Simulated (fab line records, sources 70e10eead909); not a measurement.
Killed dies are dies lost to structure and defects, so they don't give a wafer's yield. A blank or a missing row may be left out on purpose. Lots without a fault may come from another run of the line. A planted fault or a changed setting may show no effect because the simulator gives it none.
Which tool did it? | flow nand_harc | 14 lots, 41 wafers sampled, at 6 steps of a route of 1302

WHAT THE GAUGES READ, wafer by wafer
NHARC_A_CHANNEL_FILL_D1_THK_MEAS_06: measures by ellipsometry. Usual: thk_nm 4.9 nm, standard deviation 1.
lot  | measured     | on            | thk_nm (nm) | flag
L692 | day 10 14:35 | film_metro-01 | 5.5 4.9 5.1 |
L695 | day 11 15:31 | film_metro-01 | 5.7 6.7 3.6 |
L696 | day 12 04:43 | film_metro-02 | 6.3 3.7 4.9 |
L697 | day 12 12:12 | film_metro-01 | 4.0 5.3 3.3 |
L698 | day 12 23:33 | film_metro-01 | 4.0 6.4 4.9 |
L700 | day 13 22:25 | film_metro-02 | 5.1 5.8 5.3 |
L701 | day 14 09:09 | film_metro-02 | 4.5 4.5 5.6 |
L702 | day 14 09:09 | film_metro-01 | 4.9 4.7 6.8 |
L703 | day 14 23:07 | film_metro-02 | 5.7 3.6 3.3 |
L704 | day 15 13:14 | film_metro-02 | 3.9 6.7 4.2 |
L706 | day 16 15:06 | film_metro-01 | 3.8 4.3 5.0 |
L708 | day 17 06:41 | film_metro-01 | 6.0 4.9 6.5 |
L709 | day 17 15:16 | film_metro-01 | 3.3 5.4     |
L715 | day 20 08:22 | film_metro-01 | 4.2 5.3 6.0 |

NHARC_A_ONON_D2_THK_MEAS_08: measures by ellipsometry. Usual: thk_nm 998 nm, standard deviation 7.3.
lot  | measured     | on            | thk_nm (nm)    | flag
L692 | day 12 12:15 | film_metro-02 | 984 985 984    |
L695 | day 13 16:38 | film_metro-02 | 996 999 996    |
L696 | day 14 05:07 | film_metro-01 | 1002 1004 1005 |
L697 | day 14 13:49 | film_metro-02 | 1006 1003 1003 |
L698 | day 15 05:55 | film_metro-02 | 1007 1006 1004 |
L700 | day 16 02:33 | film_metro-02 | 994 993 993    |
L701 | day 16 15:09 | film_metro-01 | 1001 1000 1002 |
L702 | day 16 15:19 | film_metro-01 | 1000 1002 1001 |
L703 | day 17 07:50 | film_metro-02 | 990 990 991    |
L704 | day 17 13:58 | film_metro-01 | 987 986 987    |
L706 | day 18 15:37 | film_metro-01 | 1000 1000 1000 |
L708 | day 19 15:24 | film_metro-02 | 988 986 985    |
L709 | day 19 19:55 | film_metro-01 | 996 996        |
L715 | day 22 10:35 | film_metro-02 | 999 997 997    |

NHARC_A_ONON_D2_THK_MEAS_14: measures by ellipsometry. Usual: thk_nm 997 nm, standard deviation 9.4.
lot  | measured     | on            | thk_nm (nm)    | flag
L692 | day 12 13:23 | film_metro-02 | 1002 1000 1001 |
L695 | day 13 17:48 | film_metro-01 | 1002 1001 1001 |
L696 | day 14 06:14 | film_metro-02 | 996 995 998    |
L697 | day 14 14:57 | film_metro-01 | 979 979 979    |
L698 | day 15 07:03 | film_metro-01 | 989 988 988    |
L700 | day 16 03:43 | film_metro-01 | 1000 999 1000  |
L701 | day 16 16:17 | film_metro-01 | 1003 1003 1003 |
L702 | day 16 16:26 | film_metro-01 | 996 994 996    |
L703 | day 17 08:58 | film_metro-02 | 981 982 981    |
L704 | day 17 15:05 | film_metro-02 | 1011 1011 1012 |
L706 | day 18 16:45 | film_metro-01 | 641 1003 1003  | OFF
L708 | day 19 16:32 | film_metro-02 | 630 992 993    | OFF
L709 | day 19 21:03 | film_metro-02 | 650 1013       | OFF
L715 | day 22 11:44 | film_metro-02 | 988 990 990    |

NHARC_END_SORT_01. Usual: killed_at_array 53, standard deviation 21; killed_at_other 1.0, standard deviation 1.3; killed_at_periphery 3.8, standard deviation 2.4; killed_dies 58, standard deviation 21; killed_open 3.4, standard deviation 1.9; killed_short 2.4, standard deviation 1.5.
lot  | measured     | on        | killed_at_array | killed_at_other | killed_at_periphery | killed_dies | killed_open | killed_short | flag
L706 | day 30 16:21 | prober-02 | 677 74 61       | 0 0 0           | 0 4 4               | 677 78 65   | 2 4 3       | 2 3 2        | OFF
L708 | day 31 23:30 | prober-02 | 672 106 72      | 1 0 0           | 4 4 4               | 677 110 76  | 3 4 4       | 5 2 0        | OFF
L709 | day 31 23:31 | prober-01 | 671 34          | 3 1             | 3 3                 | 677 38      | 2 2         | 3 3          | OFF

WHICH TOOL RAN EACH LOT (tool, then ch and the chambers of the sampled wafers, then the start)
lot  | NHARC_A_ONON_D2_DEP_12           | NHARC_A_CHANNEL_HOLE_D2_DEP_01
L692 | pecvd_onon-02 ch 0, day 12 12:59 | pecvd-02 ch 0,2, day 13 03:32
L695 | pecvd_onon-02 ch 0, day 13 17:17 | pecvd-04 ch 0,1,2, day 14 08:29
L696 | pecvd_onon-02 ch 0, day 14 05:47 | pecvd-02 ch 1,2, day 14 21:06
L697 | pecvd_onon-02 ch 0, day 14 14:26 | pecvd-02 ch 1,2, day 15 05:01
L698 | pecvd_onon-03 ch 0, day 15 06:40 | pecvd-04 ch 1,2, day 15 19:50
L700 | pecvd_onon-03 ch 0, day 16 03:11 | pecvd-04 ch 1,2, day 17 00:32
L701 | pecvd_onon-03 ch 0, day 16 15:46 | pecvd-01 ch 0,1,2, day 17 06:17
L702 | pecvd_onon-04 ch 0, day 16 15:56 | pecvd-04 ch 0,2, day 17 06:54
L703 | pecvd_onon-04 ch 0, day 17 08:28 | pecvd-01 ch 0,1,2, day 18 01:43
L704 | pecvd_onon-02 ch 0, day 17 14:39 | pecvd-01 ch 0,1,2, day 18 03:51
L706 | pecvd_onon-04 ch 0, day 18 16:17 | pecvd-04 ch 0,2, day 19 05:42
L708 | pecvd_onon-04 ch 0, day 19 16:05 | pecvd-01 ch 1, day 20 05:49
L709 | pecvd_onon-04 ch 0, day 19 20:36 | pecvd-04 ch 2, day 20 12:22
L715 | pecvd_onon-04 ch 0, day 22 11:13 | pecvd-04 ch 0,1,2, day 23 00:01
- NHARC_A_ONON_D2_DEP_12: target thk 1000 nm.
- NHARC_A_CHANNEL_HOLE_D2_DEP_01: deposits SiON, target thk 140 nm.

WHAT THE TOOLS THEMSELVES READ (means of the sampled wafers that have a number; where no wafer has one, the mark that the record gives instead)
NHARC_A_CHANNEL_HOLE_D2_DEP_01. Usual: heater_power_w 738 W, standard deviation 82; rf_fwd_power_W 348.4 W, standard deviation 1.2.
lot  | tool     | heater_power_w (W) | rf_fwd_power_W (W) | flag
L692 | pecvd-02 | 781                | 348.9              |
L695 | pecvd-04 | 779                | 347.1              |
L696 | pecvd-02 | 788                | 350.1              |
L697 | pecvd-02 | 835                | 349.5              |
L698 | pecvd-04 | 711                | 347.8              |
L700 | pecvd-04 | 730                | 347.9              |
L701 | pecvd-01 | 734                | 348.3              |
L702 | pecvd-04 | 704                | 347.1              |
L703 | pecvd-01 | 720                | 348.2              |
L704 | pecvd-01 | 688                | 348.3              |
L706 | pecvd-04 | 656                | 348.6              |
L708 | pecvd-01 | 680                | 347.6              |
L709 | pecvd-04 | 599                | 348.3              |
L715 | pecvd-04 | 713                | 347.9              |

THE ANSWER, worked out from the rows above alone
Rule: a lot is off if the mean of its wafers that have a number lies more than 3 standard deviations from the usual mean. A lot without any number at a reading at which 4 lots or more have one is off too. The other lots that the step has rows for count as sound. The gauges are gone through in route order, then the tools' own readings, and for those a lot's mean is taken as printed above. The first step at which some lot is off is used, and at that step the reading that is off furthest; a lot without a number counts as furthest.
Off: L706, L708, L709, at NHARC_A_ONON_D2_THK_MEAS_14 (thk_nm).
A tool fits if, at a process step before that reading, it ran every lot that is off, and no sound lot after the first of them. The gauges at NHARC_A_ONON_D2_THK_MEAS_14 aren't tried: what is off there is off at NHARC_END_SORT_01 too, on other tools, and a gauge's error can't cause that. None of those tried fits.

WHAT THE SIMULATOR HAD PUT IN
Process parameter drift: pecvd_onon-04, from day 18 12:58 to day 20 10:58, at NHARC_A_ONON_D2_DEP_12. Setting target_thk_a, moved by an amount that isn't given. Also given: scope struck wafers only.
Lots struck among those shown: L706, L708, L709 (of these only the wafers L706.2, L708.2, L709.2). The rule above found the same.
